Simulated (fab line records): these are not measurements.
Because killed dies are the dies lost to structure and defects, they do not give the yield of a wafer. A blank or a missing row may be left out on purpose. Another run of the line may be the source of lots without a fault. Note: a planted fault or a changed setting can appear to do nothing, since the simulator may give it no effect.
The tool behind it: which one? | flow n5_finfet | 30 wafers from 11 lots sampled at 4 of the route's 1938 steps

## WHAT THE GAUGES SHOWED, per wafer
Not one reading of a measure or inspect step in the record can be checked against a usual standard deviation.

## WHICH TOOL RAN EACH LOT (tool, then ch and the chambers of the sampled wafers, then the start)
lot  | N5_BEOL_M8_STRIP_36                | N5_BEOL_M8_TRENCH_ETCH_37                     | N5_BEOL_M8_CVD_78                | N5_BEOL_M8_ANNEAL_51
L333 | rie_diel-06 ch 0,2, day 9 22:32    | rie_diel-06 ch 0,2, day 10 00:08 or earlier   | cvd_co-02 ch 0,2, day 10 00:08   | rtp_anneal-02 ch 0, day 10 00:33
L334 | rie_diel-03 ch 1,3, day 10 08:04   | rie_diel-03 ch 1,3, day 10 10:55 or earlier   | cvd_co-02 ch 1,2, day 10 10:55   | rtp_anneal-01 ch 0, day 10 11:18
L336 | rie_diel-02 ch 1,3, day 10 20:33   | rie_diel-02 ch 1,3, day 10 22:22 or earlier   | cvd_co-02 ch 1,2, day 10 22:22   | rtp_anneal-01 ch 0, day 10 23:12
L337 | rie_diel-03 ch 2, day 11 01:35     | rie_diel-03 ch 2, day 11 03:01 or earlier     | cvd_co-02 ch 0,2, day 11 03:01   | rtp_anneal-02 ch 0, day 11 03:31
L338 | rie_diel-06 ch 0,1,2, day 11 13:35 | rie_diel-06 ch 0,1,2, day 11 14:50 or earlier | cvd_co-01 ch 1,2, day 11 14:50   | rtp_anneal-01 ch 0, day 11 15:13
L348 | rie_diel-03 ch 0,2,3, day 13 04:23 | rie_diel-03 ch 0,2,3, day 13 07:06 or earlier | cvd_co-01 ch 0,2, day 13 07:06   | rtp_anneal-01 ch 0, day 13 08:05
L349 | rie_diel-06 ch 0,1,2, day 14 08:59 | rie_diel-06 ch 0,1,2, day 14 10:28 or earlier | cvd_co-02 ch 0,1,2, day 14 10:28 | rtp_anneal-02 ch 0, day 14 12:34
L351 | rie_diel-06 ch 1,2,3, day 14 09:31 | rie_diel-06 ch 1,2,3, day 14 12:17 or earlier | cvd_co-02 ch 0,1, day 14 12:17   | rtp_anneal-01 ch 0, day 14 12:39
L350 | rie_diel-06 ch 0,1,2, day 14 12:40 | rie_diel-06 ch 0,1,2, day 14 17:32 or earlier | cvd_co-01 ch 0,2, day 14 17:32   | rtp_anneal-02 ch 0, day 14 18:37
L352 | rie_diel-06 ch 0,1,3, day 14 17:35 | rie_diel-06 ch 0,1,3, day 14 20:53 or earlier | cvd_co-02 ch 0,1,2, day 14 20:53 | rtp_anneal-02 ch 0, day 14 21:16
L354 | rie_diel-02 ch 0,2, day 15 08:40   | rie_diel-02 ch 0,2, day 15 10:54 or earlier   | cvd_co-02 ch 0,2, day 15 10:54   | rtp_anneal-01 ch 0, day 15 12:10
- N5_BEOL_M8_STRIP_36: strips in N2/H2.
- N5_BEOL_M8_TRENCH_ETCH_37: etches SiCOH lowk in C4F6/O2, target depth 93.478 nm, time 31.2 s.
- N5_BEOL_M8_CVD_78: deposits Co from CCTBA/H2, target thk 2 nm, time 142.3 s.
- N5_BEOL_M8_ANNEAL_51: time 90 s.

## WHAT THE TOOLS THEMSELVES READ (means of the sampled wafers that have a number; where no wafer has one, the mark that the record gives instead)
N5_BEOL_M8_STRIP_36.
lot  | tool        | drypump_motor_current_A (A) | oes_product_au (a.u.) | power_w (W) | rf_vpp_V (V) | showerhead_plenum_p_Torr (Torr) | temp_c (C) | throttle_valve_pct (%)
L333 | rie_diel-06 | 6.1                         | 0.87                  | 449.2       | 58.1         | 2.69                            | 40.13      | 23.49
L334 | rie_diel-03 | 5.6                         | 0.76                  | 450.1       | 58.5         | 2.65                            | 39.96      | 23.70
L336 | rie_diel-02 | 5.8                         | 0.71                  | 450.1       | 59.7         | 2.55                            | 40.03      | 24.02
L337 | rie_diel-03 | 6.2                         | 0.69                  | 449.4       | 58.5         | 2.50                            | 40.06      | 23.74
L338 | rie_diel-06 | 5.8                         | 0.77                  | 449.7       | 58.8         | 2.62                            | 39.97      | 23.76
L348 | rie_diel-03 | 5.8                         | 0.84                  | 450.2       | 59.8         | 2.53                            | 40.06      | 23.77
L349 | rie_diel-06 | 5.9                         | 0.87                  | 449.4       | 60.2         | 2.61                            | 39.87      | 23.65
L351 | rie_diel-06 | 5.7                         | 0.86                  | 451.0       | 57.9         | 2.53                            | 40.01      | 23.48
L350 | rie_diel-06 | 5.8                         | 0.86                  | 451.0       | 59.9         | 2.61                            | 40.04      | 23.65
L352 | rie_diel-06 | 5.5                         | 0.80                  | 449.2       | 59.2         | 2.51                            | 39.99      | 23.69
L354 | rie_diel-02 | 5.5                         | 0.91                  | 450.8       | 58.1         | 2.48                            | 40.03      | 23.22

N5_BEOL_M8_TRENCH_ETCH_37.
lot  | tool        | drypump_motor_current_A (A) | oes_ar_750_au (a.u.) | oes_product_au (a.u.) | rf_vpp_V (V) | showerhead_plenum_p_Torr (Torr) | throttle_valve_pct (%)
L333 | rie_diel-06 | 6.1                         | 0.88                 | 0.87                  | 661          | 3.01                            | 20.88
L334 | rie_diel-03 | 5.6                         | 0.77                 | 0.77                  | 657          | 2.95                            | 20.80
L336 | rie_diel-02 | 5.8                         | 0.72                 | 0.71                  | 668          | 2.86                            | 21.24
L337 | rie_diel-03 | 6.1                         | 0.70                 | 0.68                  | 650          | 2.81                            | 20.82
L338 | rie_diel-06 | 5.8                         | 0.79                 | 0.78                  | 670          | 2.93                            | 21.08
L348 | rie_diel-03 | 5.9                         | 0.84                 | 0.84                  | 661          | 2.83                            | 20.76
L349 | rie_diel-06 | 5.8                         | 0.86                 | 0.86                  | 670          | 2.92                            | 20.97
L351 | rie_diel-06 | 5.7                         | 0.85                 | 0.86                  | 670          | 2.84                            | 20.83
L350 | rie_diel-06 | 5.8                         | 0.85                 | 0.86                  | 671          | 2.92                            | 20.98
L352 | rie_diel-06 | 5.5                         | 0.79                 | 0.79                  | 667          | 2.81                            | 20.92
L354 | rie_diel-02 | 5.5                         | 0.90                 | 0.92                  | 665          | 2.79                            | 20.60

N5_BEOL_M8_CVD_78.
lot  | tool      | run_length_s (s)
L333 | cvd_co-02 | 165.0
L334 | cvd_co-02 | 166.3
L336 | cvd_co-02 | 166.1
L337 | cvd_co-02 | 166.7
L338 | cvd_co-01 | 165.5
L348 | cvd_co-01 | 165.4
L349 | cvd_co-02 | 165.0
L351 | cvd_co-02 | 165.1
L350 | cvd_co-01 | 165.8
L352 | cvd_co-02 | 164.8
L354 | cvd_co-02 | 164.8

N5_BEOL_M8_ANNEAL_51.
lot  | tool          | wafer_temp_C_max
L333 | rtp_anneal-02 | 225.99
L334 | rtp_anneal-01 | 226.66
L336 | rtp_anneal-01 | 226.04
L337 | rtp_anneal-02 | 225.92
L338 | rtp_anneal-01 | 226.12
L348 | rtp_anneal-01 | 226.32
L349 | rtp_anneal-02 | 225.96
L351 | rtp_anneal-01 | 226.31
L350 | rtp_anneal-02 | 226.05
L352 | rtp_anneal-02 | 226.10
L354 | rtp_anneal-01 | 226.22

## THE ANSWER, worked out from the rows above alone
Rule: usual is defined by the lots themselves. The widest of any qualifying gaps counts: lots, ordered by their means at a reading, are off when they make up no more than a third of the lots, leave a main group of 4 or more, and stand apart from it by 3 or more times the standard deviation of that group's means. A main group whose means are all the same, to the digits that the tables above print for the reading, isn't used. A lot without any number at a reading at which 4 lots or more have one is off too. Where the step has rows for the other lots, those lots are counted as sound. Order of review: gauges by route order, followed by the tools' own readings, for which a lot's mean as printed above is used. At the first step where some lot is off, the reading lying furthest off is the one used; lots without a number count as furthest.
None of the lots is off at any reading shown; this tells nothing.

## WHAT THE SIMULATOR HAD INSERTED
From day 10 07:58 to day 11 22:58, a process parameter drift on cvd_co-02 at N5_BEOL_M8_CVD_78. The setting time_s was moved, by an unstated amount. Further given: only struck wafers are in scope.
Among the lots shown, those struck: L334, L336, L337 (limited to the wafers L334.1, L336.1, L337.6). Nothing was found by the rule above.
